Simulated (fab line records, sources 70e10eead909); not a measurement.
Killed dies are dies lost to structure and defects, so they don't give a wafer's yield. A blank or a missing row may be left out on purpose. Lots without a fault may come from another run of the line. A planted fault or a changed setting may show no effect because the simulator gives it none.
fab line records | flow nand_harc
record lots=14 wafers=42 last_day=24
route steps=1159 shown P_CONTACT@233 P_M0@275
lots that met no fault: from a run of the same line without faults
start_h: hours from the record's first day to the start of the lot's first wafer shown | wait_h: hours since the lot's step before | " the same as in the row above | L1.1+2: a row that stands for several wafers | - no value, or no start given | * or withheld: withheld | < > ~ a bound
route shown NAME@n: a module of which the file shows steps, and the number in the route of the first | usual: mean/standard deviation of fault-free wafers | same: alike in all rows | chamber/n: place in a boat | sites: the reading at each site | _std_site: their standard deviation | _edge_site: outer sites' mean less inner sites' | radius_mm: how far each site lies from the wafer's centre | mask NAME#n: copy n | behind: the tool/chamber that last shaped the wafer | hold: why the lot was held/for how many hours/how that ended | device: the transistor (n, p or np) that didn't switch | end of line: the same wafers' tests at the end of the route | a step without rows: its recipe alone | killed: dies lost to structure and defects at the first sort, not the wafer's yield | map: a wafer's dies, x killed, . not, _ none there
set.NAME: the setting as run; set.NAME@STEP: as run at that earlier step | model.NAME: the simulator's own value behind a step, which no gauge read
steps of the route over a sample of lots; a table a step, a row a wafer
services: from which hour (start_h, from the record's first day; less than 0 if before it) a tool's chamber was out of use, for how many hours, and why
## steps
# step NHARC_P_CONTACT_OVL_MEAS_13
# usual overlay_x_nm=-0.1/0.88 overlay_y_nm=0.1/0.76
# columns lot.wafer tool chamber start_h wait_h overlay_x_nm overlay_y_nm
L964.2 overlay-02 - 109.98 - -0.2 -0.5
L964.4 " - " " -0.1 -0.7
L964.5 " - " " -0.2 -0.9
L965.3 overlay-02 - 117.72 - -1.3 0.2
L965.4 " - " " -0.6 0.1
L965.6 " - " " -0.9 -0.2
L966.2 overlay-02 - 124.46 - -1.6 -0.2
L966.4 " - " " -1.3 -0.9
L966.5 " - " " -1.9 -0.7
L968.3 overlay-01 - 129.80 - 0.8 0.3
L968.4 " - " " 0.1 1.1
L968.5 " - " " 0.4 0.8
L967.1 overlay-02 - 130.35 - -0.6 0.2
L967.2 " - " " 0.1 -0.5
L967.4 " - " " 0.0 -0.4
L969.1 overlay-02 - 146.30 - 0.5 -0.4
L969.5 " - " " 0.4 -0.4
L969.6 " - " " 0.3 -0.2
L970.3 overlay-01 - 147.14 - -1.4 0.1
L970.4 " - " " -1.1 0.8
L970.5 " - " " -1.7 0.4
L971.2 overlay-01 - 154.67 - 1.3 1.7
L971.3 " - " " 0.9 1.3
L971.6 " - " " 0.6 1.6
L973.1 overlay-02 - 170.75 - 1.7 -1.2
L973.3 " - " " 1.4 -1.0
L973.5 " - " " 1.2 -1.2
L978.1 overlay-02 - 195.17 - 0.1 -0.4
L978.4 " - " " 0.0 -0.8
L978.5 " - " " -0.5 -0.4
L982.1 overlay-01 - 216.81 - 0.5 -0.1
L982.3 " - " " -0.1 0.2
L982.5 " - " " 0.3 0.2
L981.1 overlay-01 - 218.74 - 0.1 -0.7
L981.2 " - " " 0.7 -1.1
L981.5 " - " " 0.4 -0.4
L985.1 overlay-02 - 236.83 - -1.8 0.3
L985.4 " - " " -0.8 0.8
L985.5 " - " " -1.6 0.3
L987.1 overlay-01 - 242.51 - 0.6 1.2
L987.2 " - " " 0.4 1.0
L987.4 " - " " 0.4 0.7
# step NHARC_P_CONTACT_INSPECT_14
# usual raw_defect_count=3.8/2.1
# columns lot.wafer tool chamber start_h wait_h raw_defect_count
L964.2 defect_inspect-01 - 110.01 0.0 1
L964.4 " - " " 1
L964.5 " - " " 4
L965.3 defect_inspect-01 - 117.75 0.0 3
L965.4 " - " " 6
L965.6 " - " " 4
L966.2 defect_inspect-01 - 124.49 0.0 2
L966.4 " - " " 5
L966.5 " - " " 3
L968.3 defect_inspect-02 - 129.84 0.0 8
L968.4 " - " " 7
L968.5 " - " " 8
L967.1 defect_inspect-02 - 130.38 0.0 6
L967.2 " - " " 2
L967.4 " - " " 4
L969.1 defect_inspect-02 - 146.33 0.0 2
L969.5 " - " " 6
L969.6 " - " " 5
L970.3 defect_inspect-02 - 147.18 0.0 4
L970.4 " - " " 4
L970.5 " - " " 2
L971.2 defect_inspect-02 - 154.71 0.0 4
L971.3 " - " " 1
L971.6 " - " " 2
L973.1 defect_inspect-02 - 170.78 0.0 4
L973.3 " - " " 1
L973.5 " - " " 1
L978.1 defect_inspect-01 - 195.23 0.1 1
L978.4 " - " " 3
L978.5 " - " " 2
L982.1 defect_inspect-02 - 216.84 0.0 6
L982.3 " - " " 7
L982.5 " - " " 9
L981.1 defect_inspect-02 - 218.78 0.0 6
L981.2 " - " " 2
L981.5 " - " " 1
L985.1 defect_inspect-02 - 236.87 0.0 4
L985.4 " - " " 4
L985.5 " - " " 2
L987.1 defect_inspect-02 - 242.54 0.0 5
L987.2 " - " " 2
L987.4 " - " " 1
# step NHARC_P_M0_PVD_21
# recipe target_thk_a=300 chamber_pressure_pa=5 power_w=5000 substrate_temp_c=30 time_s=20.49 material=Cu
# usual throttle_valve_pct=30.0/0.85
# columns lot.wafer tool chamber start_h wait_h throttle_valve_pct
L964.2 pvd_sputter-01 - - - 29.3
L964.4 " - " " 29.7
L964.5 " - " " 29.2
L965.3 pvd_sputter-02 - - - 31.0
L965.4 " - " " 30.7
L965.6 " - " " 30.8
L966.2 pvd_sputter-01 - - - 29.4
L966.4 " - " " 30.1
L966.5 " - " " 29.4
L968.4 pvd_sputter-02 - - - 30.5
L968.3 " - " " 31.0
L968.5 " - " " 30.1
L967.2 pvd_sputter-01 - - - 29.4
L967.1 " - " " 29.6
L967.4 " - " " 30.3
L969.1 pvd_sputter-02 - - - 30.7
L969.5 " - " " 30.9
L969.6 " - " " 30.2
L970.4 pvd_sputter-02 - - - 28.4
L970.3 " - " " 30.8
L970.5 " - " " 28.1
L971.2 pvd_sputter-02 - - - 28.2
L971.3 " - " " 30.7
L971.6 " - " " 28.5
L973.1 pvd_sputter-03 - - - 29.5
L973.3 " - " " 30.8
L973.5 " - " " 30.9
L978.1 pvd_sputter-03 - - - 30.8
L978.4 " - " " 30.8
L978.5 " - " " 30.0
L982.3 pvd_sputter-01 - - - 29.6
L982.1 " - " " 29.9
L982.5 " - " " 29.7
L981.1 pvd_sputter-02 - - - 30.6
L981.2 " - " " 31.0
L981.5 " - " " 28.4
L985.1 pvd_sputter-03 - - - 30.9
L985.4 " - " " 30.5
L985.5 " - " " 30.8
L987.4 pvd_sputter-02 - - - 30.3
L987.2 " - " " 28.5
L987.1 " - " " 31.4
# step NHARC_P_M0_ECD_22
# recipe target_thk_a=4000 bath_temp_c=25 material=Cu
# columns lot.wafer tool chamber start_h wait_h
L964.2+4+5 ecd_cu-02 0,0,1 118.99 -
L965.3+4+6 ecd_cu-02 1,0,1 128.78 -
L966.2+4+5 ecd_cu-02 1 133.56 -
L968.4+3+5 ecd_cu-01 0,1,1 135.49 -
L967.1+2+4 ecd_cu-02 0,1,1 136.05 -
L969.1+6+5 ecd_cu-02 0,1,0 156.06 -
L970.3+4+5 ecd_cu-02 0,1,1 156.73 -
L971.2+3+6 ecd_cu-02 0,1,1 161.03 -
L973.1+3+5 ecd_cu-01 0,0,1 176.42 -
L978.1+4+5 ecd_cu-01 0 206.66 -
L982.1+3+5 ecd_cu-02 1,1,0 225.89 -
L981.1+2+5 ecd_cu-02 0,1,0 229.20 -
L985.1+4+5 ecd_cu-01 1,0,0 242.47 -
L987.1+2+4 ecd_cu-01 0,1,1 250.92 -
# step NHARC_P_M0_CMP_23
# recipe t_overpolish_s=20 target_thk_nm=117.53
# usual motor_current_A=12.0/1.1 pad_life_wafers=241/150 slurry_filter_dp_kPa=13.49/0.14 time_to_endpoint_s=28.9/1.8
# columns lot.wafer tool chamber start_h wait_h motor_current_A pad_life_wafers slurry_filter_dp_kPa time_to_endpoint_s
L964.4 cmp-04 2 119.77 - 12.8 38 13.27 33.5
L964.2 " 3 " " 11.8 39 13.56 30.8
L964.5 " 1 " " 10.0 - 13.40 31.5
L965.3 cmp-01 2 129.43 - 11.9 211 13.68 29.5
L965.4 " 3 " " 10.7 212 13.57 30.6
L965.6 " 2 " " 12.0 - 13.26 29.5
L966.4 cmp-03 3 134.23 - 11.3 414 13.69 27.0
L966.2 " 1 " " 11.7 416 13.51 26.4
L966.5 " 3 " " 11.9 - 13.36 27.8
L968.4 cmp-04 2 136.12 - 12.6 126 13.44 27.7
L968.3 " 0 " " 13.9 128 13.57 29.4
L968.5 " 2 " " 13.0 - 13.44 28.8
L967.4 cmp-03 2 136.77 - 11.0 426 13.31 29.4
L967.1 " 3 " " 11.9 427 13.50 28.2
L967.2 " 0 " " 13.0 428 13.61 31.1
L969.1 cmp-04 1 156.79 - 10.0 248 13.43 31.1
L969.6 " 3 " " 11.7 - 13.42 30.3
L969.5 " 0 " " 15.4 - 13.50 31.9
L970.3 cmp-04 0 157.44 - 15.4 253 13.28 27.1
L970.4 " 2 " " 12.3 255 13.47 30.2
L970.5 " 0 " " 15.2 - 13.56 30.0
L971.2 cmp-03 0 161.75 - 13.2 6 13.40 31.5
L971.3 " 2 " " 11.5 8 13.49 31.8
L971.6 " 1 " " 12.0 - 13.58 31.5
L973.3 cmp-01 0 177.20 - 11.9 506 13.28 29.2
L973.1 " 1 " " 12.4 507 13.39 27.6
L973.5 " 2 " " 11.4 - 13.42 28.5
L978.1 cmp-03 3 207.36 - 11.0 258 13.45 27.2
L978.4 " 1 " " 11.9 260 13.55 28.7
L978.5 " 0 " " 13.9 - 13.64 29.5
L982.1 cmp-01 3 226.56 - 11.6 210 13.52 10.1
L982.3 " 1 " " 12.4 212 13.57 27.4
L982.5 " 0 " " 11.9 - 13.67 26.9
L981.2 cmp-03 2 229.94 - 11.3 391 13.46 29.4
L981.1 " 3 " " 11.6 392 13.42 7.8
L981.5 " 1 " " 12.2 - 13.51 28.4
L985.1 cmp-04 2 243.31 - 13.2 204 13.45 26.9
L985.4 " 3 " " 12.0 205 13.38 25.9
L985.5 " 3 " " 12.3 - 13.78 27.9
L987.2 cmp-01 1 251.66 - 11.8 312 13.29 27.5
L987.1 " 2 " " 11.7 313 13.57 30.1
L987.4 " 3 " " 11.2 314 13.65 31.1
## services
# columns tool chamber start_h hours kind
ecd_cu-01 - 96.00 8.0 pm
pvd_sputter-03 - 102.00 10.0 pm
cmp-04 - 106.98 4.0 pm
cmp-04 - 110.98 - consumable_replace:conditioner
pvd_sputter-01 - 122.65 1.6 repair
cmp-01 - 123.63 0.9 repair
pvd_sputter-03 - 127.02 8.8 repair
pvd_sputter-01 - 150.90 3.5 repair
cmp-03 - 157.17 4.0 pm
pvd_sputter-01 - 158.00 10.0 pm
pvd_sputter-02 - 170.59 4.0 repair
pvd_sputter-01 - 174.45 6.7 repair
cmp-01 - 179.52 4.0 pm
ecd_cu-02 - 180.00 8.0 pm
pvd_sputter-03 - 191.86 2.5 repair
cmp-04 - 197.43 1.3 repair
cmp-04 - 204.98 4.0 pm
pvd_sputter-02 - 209.49 1.5 repair
pvd_sputter-02 - 214.00 10.0 pm
cmp-03 - 218.23 0.4 repair
cmp-04 - 227.00 1.6 repair
cmp-04 - 235.24 0.9 repair
cmp-01 - 236.79 11.6 repair
ecd_cu-02 - 244.96 0.3 repair
## key
first_sign step=NHARC_P_M0_CMP_23 reading=time_to_endpoint_s direction=down sigmas=11 usual=* struck=*
effect none on later readings
met_at NHARC_P_M0_ECD_22
struck_lots L981,L982
struck_wafers L981.1,L982.1
later_rows_left_out L981.1,L982.1
sort_left_out L981.1,L982.1
not_acting_at NHARC_P_CONTACT_OVL_MEAS_13,NHARC_P_CONTACT_INSPECT_14,NHARC_P_M0_PVD_21
onset_between 161.03 225.89
fault kind=process_parameter_drift tool=ecd_cu-02 chamber=- onset_h=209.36 steps=NHARC_P_M0_ECD_22 channel=target_thk_a offset=* shape=step end_h=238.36 scope=struck_wafers_only acts_in=* stated=*
# sort_left_out: the simulated sort isn't trusted on such a fault, so these wafers' sort isn't shown, and their yield isn't known
# later_rows_left_out: the simulator's readings of these wafers behind a module that went badly wrong aren't trusted and aren't shown, but for the sort
